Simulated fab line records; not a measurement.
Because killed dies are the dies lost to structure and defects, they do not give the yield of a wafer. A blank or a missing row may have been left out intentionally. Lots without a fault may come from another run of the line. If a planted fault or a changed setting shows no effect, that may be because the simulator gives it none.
Matching of chambers :: flow n5Finfet :: 4 sister chambers for N5_BEOL_M15_CMP_49 on cmp-04
The step polishes, stops on SiO2, t overpolish 4.9 s, target thk 850 nm. 16 wafers are shown with their chamber, then 8 later ones without.

WAFERS PAIRED WITH THEIR CHAMBERS
wafer: L075.1
chamber: 0
motorCurrentA (A): 7.4
barrierFieldEndpointS (s): 11.42
overpolishRunS (s): 4.912

wafer: L075.5
chamber: 3
motorCurrentA (A): 7.6
barrierFieldEndpointS (s): 11.59
overpolishRunS (s): 4.909

wafer: L075.6
chamber: 0
motorCurrentA (A): 7.0
barrierFieldEndpointS (s): 11.44
overpolishRunS (s): 4.907

wafer: L082.1
chamber: 2
motorCurrentA (A): 9.4
barrierFieldEndpointS (s): 11.71
overpolishRunS (s): 4.906

wafer: L082.4
chamber: 3
motorCurrentA (A): 7.5
barrierFieldEndpointS (s): 11.59
overpolishRunS (s): 4.905

wafer: L082.5
chamber: 0
motorCurrentA (A): 7.1
barrierFieldEndpointS (s): 11.29
overpolishRunS (s): 4.917

wafer: L085.1
chamber: 0
motorCurrentA (A): 6.8
barrierFieldEndpointS (s): 11.13
overpolishRunS (s): 4.898

wafer: L085.4
chamber: 1
motorCurrentA (A): 8.5
barrierFieldEndpointS (s): 11.47
overpolishRunS (s): 4.880

wafer: L085.6
chamber: 2
motorCurrentA (A): 9.4
barrierFieldEndpointS (s): 11.43
overpolishRunS (s): 4.899

wafer: L089.1
chamber: 0
motorCurrentA (A): 7.7
barrierFieldEndpointS (s): 11.35
overpolishRunS (s): 4.921

wafer: L089.2
chamber: 2
motorCurrentA (A): 9.1
barrierFieldEndpointS (s): 11.33
overpolishRunS (s): 4.887

wafer: L089.4
chamber: 1
motorCurrentA (A): 7.9
barrierFieldEndpointS (s): 11.49
overpolishRunS (s): 4.887

wafer: L086.1
chamber: 1
motorCurrentA (A): 8.0
barrierFieldEndpointS (s): 11.31
overpolishRunS (s): 4.909

wafer: L086.4
chamber: 3
motorCurrentA (A): 7.4
barrierFieldEndpointS (s): 11.42
overpolishRunS (s): 4.898

wafer: L086.5
chamber: 1
motorCurrentA (A): 8.4
barrierFieldEndpointS (s): 11.35
overpolishRunS (s): 4.912

wafer: L088.1
chamber: 0
motorCurrentA (A): 6.8
barrierFieldEndpointS (s): 11.04
overpolishRunS (s): 4.902

SIGNATURES, as means of the wafers listed above
reading: motorCurrentA
chamber 0: 7.133
chamber 1: 8.200
chamber 2: 9.300
chamber 3: 7.500
scatter within a chamber: 0.285

reading: barrierFieldEndpointS
chamber 0: 11.2783
chamber 1: 11.4050
chamber 2: 11.4900
chamber 3: 11.5333
scatter within a chamber: 0.145

reading: overpolishRunS
chamber 0: 4.90950
chamber 1: 4.89700
chamber 2: 4.89733
chamber 3: 4.90400
scatter within a chamber: 0.0108
Rule: a wafer's distance from a chamber is the root of the sum, over the readings, of the square of ((its reading less the chamber's mean) divided by the reading's scatter). The wafer belongs to the nearest chamber; if the next one is less than 2 further off, it can't be placed. The scatter is the square root of a quotient: the sum, over the shown wafers, of each reading's squared deviation from its chamber's mean, divided by wafers minus chambers.

WAFERS MISSING THEIR CHAMBER
wafer: L088.2
motorCurrentA (A): 9.6
barrierFieldEndpointS (s): 11.40
overpolishRunS (s): 4.898

wafer: L088.6
motorCurrentA (A): 8.4
barrierFieldEndpointS (s): 11.53
overpolishRunS (s): 4.909

wafer: L092.1
motorCurrentA (A): 7.9
barrierFieldEndpointS (s): 11.32
overpolishRunS (s): 4.890

wafer: L092.2
motorCurrentA (A): 6.9
barrierFieldEndpointS (s): 11.54
overpolishRunS (s): 4.906

wafer: L092.3
motorCurrentA (A): 8.6
barrierFieldEndpointS (s): 11.39
overpolishRunS (s): 4.905

wafer: L094.1
motorCurrentA (A): 8.4
barrierFieldEndpointS (s): 11.59
overpolishRunS (s): 4.895

wafer: L094.4
motorCurrentA (A): 9.3
barrierFieldEndpointS (s): 11.59
overpolishRunS (s): 4.895

wafer: L094.6
motorCurrentA (A): 7.7
barrierFieldEndpointS (s): 11.65
overpolishRunS (s): 4.910

THE CHAMBER EACH PASSED THROUGH
wafer: L088.2
from the rows above: 2
in truth: 2

wafer: L088.6
from the rows above: can't be placed: 1 or 3 or 2
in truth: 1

wafer: L092.1
from the rows above: can't be placed: 1 or 3 or 0
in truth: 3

wafer: L092.2
from the rows above: can't be placed: 0 or 3
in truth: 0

wafer: L092.3
from the rows above: can't be placed: 1 or 2
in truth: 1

wafer: L094.1
from the rows above: can't be placed: 1 or 2 or 3
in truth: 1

wafer: L094.4
from the rows above: 2
in truth: 2

wafer: L094.6
from the rows above: can't be placed: 3 or 1
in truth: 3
Correct placement for 2 of the 8. From these rows, 6 cannot be placed; in 6 the true chamber is one of the candidates. Wrongly placed: 0.
